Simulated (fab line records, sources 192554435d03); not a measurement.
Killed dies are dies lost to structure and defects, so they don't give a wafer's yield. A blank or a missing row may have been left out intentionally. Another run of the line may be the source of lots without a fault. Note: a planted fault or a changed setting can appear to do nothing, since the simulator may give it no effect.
fab line records	flow n5_finfet
record: lots: 7	wafers: 21
route steps=1938 shown SD_EPI_N@267 SD_EPI_P@295 HKMG_FIN@390
start_h: the number of hours between the record's first day and the start of the first shown wafer of the lot	wait_h: how many hours have passed since the lot's step before this one	" identical to the entry in the row above	L1.1+2: several wafers, shown together as one row	- either no value or no given start	* or withheld: withheld	< > ~ a bound
route shown NAME@n: names a module that has steps shown in the file, with the first one's number in the route	usual: average and standard deviation across the fault-free wafers	same: alike in all rows	chamber/n: place in a boat	sites: each site's reading	_std_site: the standard deviation of these	_edge_site: the outer-site mean with the inner-site mean subtracted	radius_mm: for every site, how far away it sits from the centre of the wafer	mask NAME#n: copy n	behind: the tool/chamber that last shaped the wafer	hold: why the lot went on hold/how many hours it stayed there/how the hold came to an end	device: which transistor (n, p or np) failed to switch	end of line: the route-end tests of the same wafers	for a step that has no rows: nothing shown but its recipe	killed: at the first sort, the dies lost to defects and structure; wafer yield is something else	map: the dies of a wafer, with x for killed, . for not killed, _ for no die there
set.NAME: the setting that was run; set.NAME@STEP: the one run at that earlier step	model.NAME: the simulator's own value behind a step, which no gauge read
lots where settings were altered on purpose, with a table for each step and a row for each wafer
== steps ==
step: N5_SD_EPI_N_EXPOSE_06
recipe: mask_id: SD_N_BLK	na: 1.35	source_shape: conventional	sigma_outer: 0.8	polarization: unpolarized	target_cd_nm: 120	dose_mj: 39.75
lot.wafer	tool	chamber	start_h	wait_h	mask	set.dose_mj
L077.1+4	arfi_scanner-02	0	66.03	-	SD_N_BLK#0	38.14
L077.3	"	0	"	"	SD_N_BLK#0	39.75
L080.1+3+4	arfi_scanner-01	0	88.31	-	SD_N_BLK#0	39.75
L082.1+4+6	arfi_scanner-01	0	99.01	-	SD_N_BLK#0	39.75
L086.2+4+6	arfi_scanner-02	0	122.25	-	SD_N_BLK#0	39.75
L091.1+2+3	arfi_scanner-01	0	149.63	-	SD_N_BLK#0	39.75
L094.3+5	arfi_scanner-03	0	167.51	-	SD_N_BLK#0	36.89
L094.6	"	0	"	"	SD_N_BLK#0	39.75
L095.2+3+6	arfi_scanner-02	0	173.03	-	SD_N_BLK#0	40.76
step: N5_SD_EPI_N_PEB_07
recipe: peb_temp_c: 110	peb_time_s: 60	resist: CAR-ArF-block
step: N5_SD_EPI_N_DEVELOP_08
recipe: develop_time_s: 30	developer: TMAH	resist: CAR-ArF-block	dev_temp_c: 23	rinse_liquid: diw	dry: air_spin
step: N5_SD_EPI_N_CD_MEAS_09
recipe: target_cd_nm: 120	landing_energy_ev: 500	detector: se_inlens
usual: cd_nm: 119.8/0.66
lot.wafer	tool	chamber	start_h	wait_h	set.dose_mj@SD_EPI_N_EXPOSE_06	cd_nm
L077.1	cd_sem-02	0	66.15	-	38.14	117.3
L077.3	"	0	"	"	39.75	119.3
L077.4	"	0	"	"	38.14	117.6
L080.1	cd_sem-02	0	88.43	-	39.75	120.0
L080.3	"	0	"	"	39.75	121.0
L080.4	"	0	"	"	39.75	119.6
L082.1	cd_sem-02	0	99.13	-	39.75	119.5
L082.4	"	0	"	"	39.75	120.5
L082.6	"	0	"	"	39.75	120.2
L086.2	cd_sem-01	0	122.37	-	39.75	121.0
L086.4	"	0	"	"	39.75	119.7
L086.6	"	0	"	"	39.75	119.5
L091.1	cd_sem-02	0	149.75	-	39.75	119.5
L091.2	"	0	"	"	39.75	120.2
L091.3	"	0	"	"	39.75	119.5
L094.3	cd_sem-02	0	167.63	-	36.89	115.5
L094.5	"	0	"	"	36.89	115.1
L094.6	"	0	"	"	39.75	119.3
L095.2	cd_sem-03	0	173.15	-	40.76	121.7
L095.3	"	0	"	"	40.76	121.6
L095.6	"	0	"	"	40.76	123.0
step: N5_SD_EPI_N_DESCUM_14
recipe: chemistry: O2	time_s: 7.9	source_power_w: 50	bias_power_w: 20	pressure_mtorr: 20	rf_frequency_hz: 2.712e+07	temp_c: 40	resist: CAR-ArF-block	o2_flow_sccm: 225
lot.wafer	tool	chamber	start_h	wait_h	set.dose_mj@SD_EPI_N_EXPOSE_06	model.SD_EPI_N.cd_nm
L077.1	rie_diel-04	0	66.40	0.2	38.14	117.2
L077.3	"	1	"	"	39.75	119.8
L077.4	"	1	"	"	38.14	117.6
L080.1	rie_diel-02	1	88.52	0.0	39.75	120.2
L080.3	"	3	"	"	39.75	120.8
L080.4	"	0	"	"	39.75	119.4
L082.1	rie_diel-04	0	99.22	0.0	39.75	119.2
L082.4	"	1	"	"	39.75	120.2
L082.6	"	2	"	"	39.75	120
L086.2	rie_diel-02	1	122.75	0.3	39.75	120.6
L086.4	"	0	"	"	39.75	120
L086.6	"	2	"	"	39.75	119.4
L091.1	rie_diel-01	0	149.84	0.0	39.75	119.6
L091.2	"	1	"	"	39.75	120.4
L091.3	"	3	"	"	39.75	119
L094.3	rie_diel-02	2	167.71	0.0	36.89	115.6
L094.5	"	2	"	"	36.89	115.2
L094.6	"	3	"	"	39.75	119.4
L095.2	rie_diel-01	1	173.66	0.5	40.76	121.8
L095.3	"	0	"	"	40.76	121.4
L095.6	"	1	"	"	40.76	122.8
step: N5_SD_EPI_N_ETCH_34
recipe: chemistry: CF4	target: SiARC	target_depth_a: 455	mask_material: CAR-ArF-block	time_s: 75.8	ion_energy_ev: 80	pressure_mtorr: 40	source_w: 545	bias_w: 36	Ar_flow_sccm: 100	cf4_flow_sccm: 100	ends: cleared
lot.wafer	tool	chamber	start_h	wait_h	set.spin_rpm@SD_EPI_N_COAT_33	set.dose_mj@SD_EPI_N_EXPOSE_06	model.SD_EPI_N.cd_nm	model.etch.depth_nm	model.CAR-ArF-block_of_SD_EPI_N_COAT_03.thk_nm
L077.1	rie_diel-04	0	66.43	0.0	1500	38.14	117.2	34.92	111
L077.3	"	1	"	"	1337	39.75	119.8	37.07	108.4
L077.4	"	1	"	"	1337	38.14	117.6	37.06	108.6
L080.1	rie_diel-02	1	88.56	0.0	1545	39.75	120.2	34.49	111
L080.3	"	3	"	"	1500	39.75	120.8	35.1	110.2
L080.4	"	0	"	"	1500	39.75	119.6	35	110.4
L082.1	rie_diel-04	0	99.26	0.0	1581	39.75	119.2	34.31	111.4
L082.4	"	1	"	"	1500	39.75	120.2	35.18	111.2
L082.6	"	2	"	"	1581	39.75	119.8	34.31	111.8
L086.2	rie_diel-02	1	122.79	0.0	1500	39.75	120.6	35.1	111.2
L086.4	"	0	"	"	1500	39.75	120.2	35.09	111
L086.6	"	2	"	"	1500	39.75	119.4	35.1	111.4
L091.1	rie_diel-01	0	149.87	0.0	1500	39.75	119.6	34.98	111.2
L091.2	"	1	"	"	1500	39.75	120.4	34.93	110.8
L091.3	"	3	"	"	1500	39.75	119.2	34.89	110.4
L094.3	rie_diel-02	2	167.75	0.0	1381	36.89	115.8	36.45	109.6
L094.5	"	2	"	"	1500	36.89	115.4	35	110.8
L094.6	"	3	"	"	1500	39.75	119.8	35.01	111
L095.2	rie_diel-01	1	173.69	0.0	1500	40.76	121.8	34.86	111.2
L095.3	"	0	"	"	1431	40.76	121.2	35.85	110
L095.6	"	1	"	"	1431	40.76	122.8	35.74	110.2
step: N5_SD_EPI_N_ETCH_35
recipe: chemistry: N2/H2	target: SOC	overetch_a: 1080	mask_material: SiARC	temp_c: 40	ion_energy_ev: 100	source_w: 3000	bias_w: 133	pressure_mtorr: 20	time_s: 486	n2_flow_sccm: 200	h2_flow_sccm: 200
lot.wafer	tool	chamber	start_h	wait_h	set.spin_rpm@SD_EPI_N_COAT_33	model.SiARC_of_SD_EPI_N_COAT_33.thk_nm
L077.1	rie_diel-04	0	66.49	0.0	1500	20
L077.3	"	1	"	"	1337	22.4
L077.4	"	1	"	"	1337	22.6
L080.1	rie_diel-02	1	88.61	0.0	1545	19
L080.3	"	3	"	"	1500	20
L080.4	"	0	"	"	1500	19.6
L082.1	rie_diel-04	0	99.31	0.0	1581	19.6
L082.4	"	1	"	"	1500	20.4
L082.6	"	2	"	"	1581	19.2
L086.2+4	rie_diel-02	1,0	122.85	0.0	1500	19.6
L086.6	"	2	"	"	1500	20.2
L091.1	rie_diel-01	0	149.93	0.0	1500	20.2
L091.2	"	1	"	"	1500	19.6
L091.3	"	3	"	"	1500	19.4
L094.3	rie_diel-02	2	167.80	0.0	1381	21.6
L094.5	"	2	"	"	1500	20.2
L094.6	"	3	"	"	1500	19.8
L095.2	rie_diel-01	1	173.75	0.0	1500	19.6
L095.3	"	0	"	"	1431	21.2
L095.6	"	1	"	"	1431	20.6
step: N5_SD_EPI_N_STRIP_36
recipe: chemistry: N2/H2	temp_c: 40	n2_flow_sccm: 200	h2_flow_sccm: 200	rf_frequency_hz: 6e+07
step: N5_SD_EPI_N_ETCHBACK_44
recipe: chemistry: CH3F/O2	mode: anisotropic_etchback	target: SiNx	target_depth_a: 145	stop_on: SiO2	over_etch_frac: 0.3	ion_energy_ev: 120	pressure_mtorr: 30	source_w: 395	bias_w: 73	Ar_flow_sccm: 150	CH3F_flow_sccm: 30	O2_flow_sccm: 20
lot.wafer	tool	chamber	start_h	wait_h	set.spin_rpm@SD_EPI_N_COAT_33	model.SiARC_of_SD_EPI_N_COAT_33.thk_nm
L077.1	rie_diel-04	0	66.81	0.0	1500	16.2
L077.3	"	1	"	"	1337	18.8
L077.4	"	1	"	"	1337	19
L080.1	rie_diel-02	1	88.94	0.0	1545	15.2
L080.3	"	3	"	"	1500	16.4
L080.4	"	0	"	"	1500	15.8
L082.1	rie_diel-04	0	99.64	0.0	1581	15.8
L082.4	"	1	"	"	1500	16.8
L082.6	"	2	"	"	1581	15.4
L086.2+4	rie_diel-02	1,0	123.17	0.0	1500	15.8
L086.6	"	2	"	"	1500	16.6
L091.1	rie_diel-01	0	150.26	0.0	1500	16.4
L091.2	"	1	"	"	1500	15.8
L091.3	"	3	"	"	1500	15.6
L094.3	rie_diel-02	2	168.13	0.0	1381	18
L094.5	"	2	"	"	1500	16.6
L094.6	"	3	"	"	1500	16
L095.2	rie_diel-01	1	174.07	0.0	1500	16
L095.3	"	0	"	"	1431	17.4
L095.6	"	1	"	"	1431	16.8
step: N5_SD_EPI_N_ETCH_45
recipe: chemistry: CH3F/O2	target: SiOCN	target_depth_a: 60	mask_material: SOC	ion_energy_ev: 60	bias_w: 29	pressure_mtorr: 15	source_w: 410	Ar_flow_sccm: 150	CH3F_flow_sccm: 30	O2_flow_sccm: 20
step: N5_SD_EPI_N_ETCH_16
recipe: chemistry: CHF3/O2	target: SiO2	target_depth_a: 50	mask_material: SOC	pressure_mtorr: 30	source_w: 650	bias_w: 170	Ar_flow_sccm: 200	CHF3_flow_sccm: 50	O2_flow_sccm: 5	ion_energy_ev: 200
lot.wafer	tool	chamber	start_h	wait_h	set.spin_rpm@SD_EPI_N_COAT_33	model.SiARC_of_SD_EPI_N_COAT_33.thk_nm
L077.1	rie_diel-04	0	67.01	0.1	1500	12.8
L077.3	"	1	"	"	1337	15.4
L077.4	"	1	"	"	1337	15.6
L080.1	rie_diel-02	1	89.14	0.1	1545	11.4
L080.3	"	3	"	"	1500	12.8
L080.4	"	0	"	"	1500	12.2
L082.1	rie_diel-04	0	99.84	0.1	1581	12.4
L082.4	"	1	"	"	1500	13.4
L082.6	"	2	"	"	1581	11.8
L086.2	rie_diel-02	1	123.37	0.1	1500	12.2
L086.4	"	0	"	"	1500	12.4
L086.6	"	2	"	"	1500	13.2
L091.1	rie_diel-01	0	150.46	0.1	1500	12.8
L091.2	"	1	"	"	1500	12.2
L091.3	"	3	"	"	1500	12
L094.3	rie_diel-02	2	168.33	0.1	1381	14.6
L094.5	"	2	"	"	1500	13
L094.6	"	3	"	"	1500	12.6
L095.2	rie_diel-01	1	174.27	0.1	1500	12.4
L095.3	"	0	"	"	1431	14
L095.6	"	1	"	"	1431	13.2
step: N5_SD_EPI_P_COAT_34
recipe: resist: SOC	temp_c: 250	time_s: 60	spin_rpm: 1500	resist_thk_nm: 350
lot.wafer	tool	chamber	start_h	wait_h	set.spin_rpm	model.SOC_of_SD_EPI_P_COAT_34.thk_nm
L077.1	litho_track-03	0	70.37	0.0	1500	351
L077.3	"	0	"	"	1500	350.4
L077.4	"	0	"	"	1644	335.4
L080.1	litho_track-02	0	93.67	0.0	1500	350.4
L080.3	"	0	"	"	1392	363.4
L080.4	"	0	"	"	1392	363.8
L082.1	litho_track-04	0	104.50	0.0	1586	338.4
L082.4	"	0	"	"	1586	339.6
L082.6	"	0	"	"	1500	349
L086.2	litho_track-04	0	126.73	0.0	1500	351.6
L086.4	"	0	"	"	1646	335
L086.6	"	0	"	"	1646	336
L091.1+3	litho_track-03	0	153.82	0.0	1500	349
L091.2	"	0	"	"	1500	350.2
L094.3	litho_track-04	0	171.72	0.0	1500	350.4
L094.5	"	0	"	"	1500	350.8
L094.6	"	0	"	"	1500	350
L095.2	litho_track-03	0	177.65	0.0	1500	350.2
L095.3+6	"	0	"	"	1583	340
step: N5_SD_EPI_P_PEB_07
recipe: peb_temp_c: 110	peb_time_s: 60	resist: CAR-ArF-block
lot.wafer	tool	chamber	start_h	wait_h	set.peb_time_s
L077.1	litho_track-03	0	70.67	0.1	47.01
L077.3+4	"	0	"	"	60
L080.1+3	litho_track-04	0	93.97	0.1	52.57
L080.4	"	0	"	"	60
L082.1	litho_track-03	0	104.68	0.1	60
L082.4+6	"	0	"	"	66.77
L086.2+4+6	litho_track-03	0	127.03	0.0	60
L091.1+2+3	litho_track-03	0	154.12	0.1	60
L094.3+5+6	litho_track-03	0	172.03	0.0	60
L095.2+6	litho_track-03	0	177.95	0.0	60
L095.3	"	0	"	"	71.65
step: N5_SD_EPI_P_DEVELOP_08
recipe: develop_time_s: 30	developer: TMAH	resist: CAR-ArF-block	dev_temp_c: 23	rinse_liquid: diw	dry: air_spin
step: N5_SD_EPI_P_CD_MEAS_09
recipe: target_cd_nm: 240	landing_energy_ev: 500	detector: se_inlens
usual: cd_nm: 239.9/1
lot.wafer	tool	chamber	start_h	wait_h	set.peb_time_s@SD_EPI_P_PEB_07	cd_nm
L077.1	cd_sem-03	0	70.74	-	47.01	230.6
L077.3	"	0	"	"	60	240.3
L077.4	"	0	"	"	60	239.0
L080.1	cd_sem-03	0	94.03	-	52.57	236.4
L080.3	"	0	"	"	52.57	236.2
L080.4	"	0	"	"	60	240.8
L082.1	cd_sem-02	0	104.74	-	60	239.7
L082.4	"	0	"	"	66.77	242.9
L082.6	"	0	"	"	66.77	242.6
L086.2	cd_sem-03	0	127.10	-	60	239.7
L086.4	"	0	"	"	60	238.7
L086.6	"	0	"	"	60	238.8
L091.1	cd_sem-01	0	154.19	-	60	237.9
L091.2	"	0	"	"	60	237.9
L091.3	"	0	"	"	60	237.2
L094.3	cd_sem-01	0	172.10	-	60	238.8
L094.5	"	0	"	"	60	238.6
L094.6	"	0	"	"	60	238.2
L095.2	cd_sem-03	0	178.02	-	60	239.8
L095.3	"	0	"	"	71.65	245.8
L095.6	"	0	"	"	60	238.3
step: N5_SD_EPI_P_DESCUM_14
recipe: chemistry: O2	time_s: 7.9	source_power_w: 50	bias_power_w: 20	pressure_mtorr: 20	rf_frequency_hz: 2.712e+07	temp_c: 40	resist: CAR-ArF-block	o2_flow_sccm: 225
lot.wafer	tool	chamber	start_h	wait_h	set.peb_time_s@SD_EPI_P_PEB_07	model.SD_EPI_P.cd_nm
L077.1	rie_diel-03	2	70.90	0.1	47.01	230.4
L077.3	"	0	"	"	60	240.2
L077.4	"	1	"	"	60	239.2
L080.1	rie_diel-03	2	94.12	0.0	52.57	236.2
L080.3	"	0	"	"	52.57	236
L080.4	"	1	"	"	60	240.8
L082.1	rie_diel-03	1	104.83	0.0	60	239.6
L082.4	"	0	"	"	66.77	242.4
L082.6	"	3	"	"	66.77	242.8
L086.2	rie_diel-06	0	127.19	0.0	60	239.6
L086.4	"	1	"	"	60	238.4
L086.6	"	3	"	"	60	239.2
L091.1	rie_diel-03	3	154.28	0.0	60	238
L091.2	"	0	"	"	60	237.8
L091.3	"	1	"	"	60	237.2
L094.3	rie_diel-03	2	172.38	0.2	60	239
L094.5	"	3	"	"	60	238.4
L094.6	"	0	"	"	60	238.2
L095.2	rie_diel-03	1	178.10	0.0	60	239.8
L095.3	"	3	"	"	71.65	245.4
L095.6	"	2	"	"	60	238.2
step: N5_SD_EPI_P_ETCH_36
recipe: chemistry: CF4	target: SiARC	target_depth_a: 455	mask_material: CAR-ArF-block	time_s: 75.8	ion_energy_ev: 80	pressure_mtorr: 40	source_w: 545	bias_w: 36	Ar_flow_sccm: 100	cf4_flow_sccm: 100	ends: cleared
lot.wafer	tool	chamber	start_h	wait_h	set.peb_time_s@SD_EPI_P_PEB_07	model.SD_EPI_P.cd_nm
L077.1	rie_diel-03	2	70.93	0.0	47.01	230.4
L077.3	"	0	"	"	60	240
L077.4	"	1	"	"	60	238.8
L080.1	rie_diel-03	2	94.16	0.0	52.57	236.4
L080.3	"	0	"	"	52.57	236
L080.4	"	1	"	"	60	240.8
L082.1	rie_diel-03	1	104.87	0.0	60	239.6
L082.4	"	0	"	"	66.77	242.2
L082.6	"	3	"	"	66.77	243.2
L086.2	rie_diel-06	0	127.22	0.0	60	239.4
L086.4	"	1	"	"	60	238.6
L086.6	"	3	"	"	60	239
L091.1	rie_diel-03	3	154.31	0.0	60	238.2
L091.2	"	0	"	"	60	238
L091.3	"	1	"	"	60	237.2
L094.3	rie_diel-03	2	172.41	0.0	60	239.2
L094.5	"	3	"	"	60	238.6
L094.6	"	0	"	"	60	238.4
L095.2	rie_diel-03	1	178.14	0.0	60	239.6
L095.3	"	3	"	"	71.65	245.2
L095.6	"	2	"	"	60	238.2
step: N5_HKMG_FIN_COAT_41
recipe: resist: SOC	temp_c: 250	time_s: 60	spin_rpm: 1500	resist_thk_nm: 300
lot.wafer	tool	chamber	start_h	wait_h	set.spin_rpm	model.SOC_of_HKMG_FIN_COAT_41.thk_nm
L077.1	litho_track-04	0	89.18	-	1500	300
L077.3	"	0	"	"	1632	285.8
L077.4	"	0	"	"	1500	298.8
L080.1	litho_track-05	0	113.10	-	1593	291.6
L080.3	"	0	"	"	1500	299.8
L080.4	"	0	"	"	1593	292
L082.1	litho_track-02	0	121.71	-	1500	300.2
L082.4	"	0	"	"	1500	299.4
L082.6	"	0	"	"	1500	300.4
L086.2	litho_track-04	0	143.64	-	1441	306.4
L086.4	"	0	"	"	1500	300.4
L086.6	"	0	"	"	1441	306.8
L091.1	litho_track-02	0	171.06	-	1500	299.4
L091.2	"	0	"	"	1500	298.6
L091.3	"	0	"	"	1500	299.6
L094.3	litho_track-04	0	189.91	-	1434	308
L094.5	"	0	"	"	1500	300.8
L094.6	"	0	"	"	1434	308.6
L095.2+3	litho_track-02	0	196.63	-	1500	300.8
L095.6	"	0	"	"	1500	299.6
step: N5_HKMG_FIN_COAT_42
recipe: resist: SiARC	temp_c: 220	time_s: 60	spin_rpm: 1500	resist_thk_nm: 35
lot.wafer	tool	chamber	start_h	wait_h	set.spin_rpm	model.SiARC_of_HKMG_FIN_COAT_42.thk_nm
L077.1	litho_track-04	0	-	-	1500	35
L077.3+4	"	0	"	"	1605	33.8
L080.1+3+4	litho_track-05	0	-	-	1500	34.8
L082.1	litho_track-02	0	-	-	1663	33.2
L082.4	"	0	"	"	1500	35.2
L082.6	"	0	"	"	1663	33.4
L086.2	litho_track-04	0	-	-	1424	36
L086.4+6	"	0	"	"	1500	35
L091.1+2+3	litho_track-02	0	-	-	1500	35
L094.3+5+6	litho_track-04	0	-	-	1500	35
L095.2	litho_track-02	0	-	-	1500	35
L095.3	"	0	"	"	1500	34.8
L095.6	"	0	"	"	1668	33
step: N5_HKMG_FIN_COAT_43
recipe: resist: CAR-ArF	spin_rpm: 1500	resist_thk_nm: 90
step: N5_HKMG_FIN_EBR_45
recipe: solvent: PGMEA	ebr_width_mm: 1.5
step: N5_HKMG_FIN_DESCUM_53
recipe: chemistry: O2	time_s: 7.9	source_power_w: 50	bias_power_w: 20	pressure_mtorr: 20	rf_frequency_hz: 2.712e+07	temp_c: 40	resist: CAR-ArF	o2_flow_sccm: 225
step: N5_HKMG_FIN_ETCH_54
recipe: chemistry: CF4	target: SiARC	target_depth_a: 455	mask_material: CAR-ArF	time_s: 75.8	ion_energy_ev: 80	pressure_mtorr: 40	source_w: 545	bias_w: 36	Ar_flow_sccm: 100	cf4_flow_sccm: 100	ends: cleared
lot.wafer	tool	chamber	start_h	wait_h	set.spin_rpm@HKMG_FIN_COAT_42	model.etch.depth_nm	model.CAR-ArF_of_HKMG_FIN_COAT_43.thk_nm
L077.1	rie_diel-01	0	89.55	0.0	1500	34.97	50.8
L077.3	"	3	"	"	1605	33.86	52
L077.4	"	2	"	"	1605	33.8	52
L080.1	rie_diel-04	1	113.66	0.0	1500	34.86	51
L080.3	"	3	"	"	1500	34.79	51.2
L080.4	"	2	"	"	1500	34.82	51
L082.1	rie_diel-04	1	122.22	0.0	1663	33.23	52.6
L082.4	"	2	"	"	1500	35.15	50.6
L082.6	"	1	"	"	1663	33.35	52.2
L086.2	rie_diel-04	3	144.22	0.0	1424	36.01	49.8
L086.4	"	1	"	"	1500	35.03	50.8
L086.6	"	1	"	"	1500	35.02	50.6
L091.1	rie_diel-04	0	171.56	0.0	1500	34.99	50.6
L091.2	"	1	"	"	1500	35.09	50.8
L091.3	"	3	"	"	1500	35.06	50.4
L094.3	rie_diel-02	0	190.87	0.0	1500	35.01	50.4
L094.5	"	1	"	"	1500	35.03	50.8
L094.6	"	2	"	"	1500	35.06	50.6
L095.2	rie_diel-01	0	197.00	0.0	1500	34.95	51
L095.3	"	2	"	"	1500	34.84	51
L095.6	"	0	"	"	1668	33.08	52.8
step: N5_HKMG_FIN_COAT_30
recipe: resist: SiARC	temp_c: 220	time_s: 60	spin_rpm: 1500	resist_thk_nm: 35
lot.wafer	tool	chamber	start_h	wait_h	set.spin_rpm	model.SiARC_of_HKMG_FIN_COAT_30.thk_nm
L077.1	litho_track-04	0	-	-	1500	35
L077.3+4	"	0	"	"	1500	35.2
L080.1+3	litho_track-02	0	-	-	1500	35
L080.4	"	0	"	"	1500	35.2
L082.1	litho_track-02	0	-	-	1635	33.4
L082.4	"	0	"	"	1635	33.6
L082.6	"	0	"	"	1500	35
L086.2	litho_track-05	0	-	-	1500	35
L086.4+6	"	0	"	"	1380	36.6
L091.1	litho_track-04	0	-	-	1500	35.2
L091.2+3	"	0	"	"	1500	35
L094.3+6	litho_track-04	0	-	-	1500	35.2
L094.5	"	0	"	"	1633	33.6
L095.2+3	litho_track-05	0	-	-	1450	35.6
L095.6	"	0	"	"	1500	35
== key ==
split: step: N5_SD_EPI_N_EXPOSE_06	setting: dose_mj	stated: 39.75	by: wafer
response: step: N5_SD_EPI_N_CD_MEAS_09	reading: cd_nm	change: +0.533	per: 1%	r: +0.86
response: step: N5_SD_EPI_N_DESCUM_14	reading: model.SD_EPI_N.cd_nm	change: +0.565	per: 1%	r: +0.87
response: step: N5_SD_EPI_N_ETCH_34	reading: model.SD_EPI_N.cd_nm	change: +0.586	per: 1%	r: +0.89
split: step: N5_SD_EPI_P_COAT_34	setting: spin_rpm	stated: 1500	by: wafer
response: step: N5_SD_EPI_P_COAT_34	reading: model.SOC_of_SD_EPI_P_COAT_34.thk_nm	change: -1.7	per: 1%	r: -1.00
split: step: N5_SD_EPI_P_PEB_07	setting: peb_time_s	stated: 60	by: wafer
response: step: N5_SD_EPI_P_CD_MEAS_09	reading: cd_nm	change: +0.369	per: 1%	r: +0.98
response: step: N5_SD_EPI_P_DESCUM_14	reading: model.SD_EPI_P.cd_nm	change: +0.371	per: 1%	r: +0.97
response: step: N5_SD_EPI_P_ETCH_36	reading: model.SD_EPI_P.cd_nm	change: +0.363	per: 1%	r: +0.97
split: step: N5_HKMG_FIN_COAT_41	setting: spin_rpm	stated: 1500	by: wafer
response: step: N5_HKMG_FIN_COAT_41	reading: model.SOC_of_HKMG_FIN_COAT_41.thk_nm	change: -1.5	per: 1%	r: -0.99
split: step: N5_HKMG_FIN_COAT_42	setting: spin_rpm	stated: 1500	by: wafer
response: step: N5_HKMG_FIN_COAT_42	reading: model.SiARC_of_HKMG_FIN_COAT_42.thk_nm	change: -0.174	per: 1%	r: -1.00
response: step: N5_HKMG_FIN_ETCH_54	reading: model.etch.depth_nm	change: -0.168	per: 1%	r: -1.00
response: step: N5_HKMG_FIN_ETCH_54	reading: model.CAR-ArF_of_HKMG_FIN_COAT_43.thk_nm	change: +0.166	per: 1%	r: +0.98
split: step: N5_HKMG_FIN_COAT_30	setting: spin_rpm	stated: 1500	by: wafer
response: step: N5_HKMG_FIN_COAT_30	reading: model.SiARC_of_HKMG_FIN_COAT_30.thk_nm	change: -0.181	per: 1%	r: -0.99
split outside_this_file step=N5_SD_EPI_N_COAT_33 setting=spin_rpm
split outside_this_file: this setting was split too, and the file shows its column; the key of that split is in another file
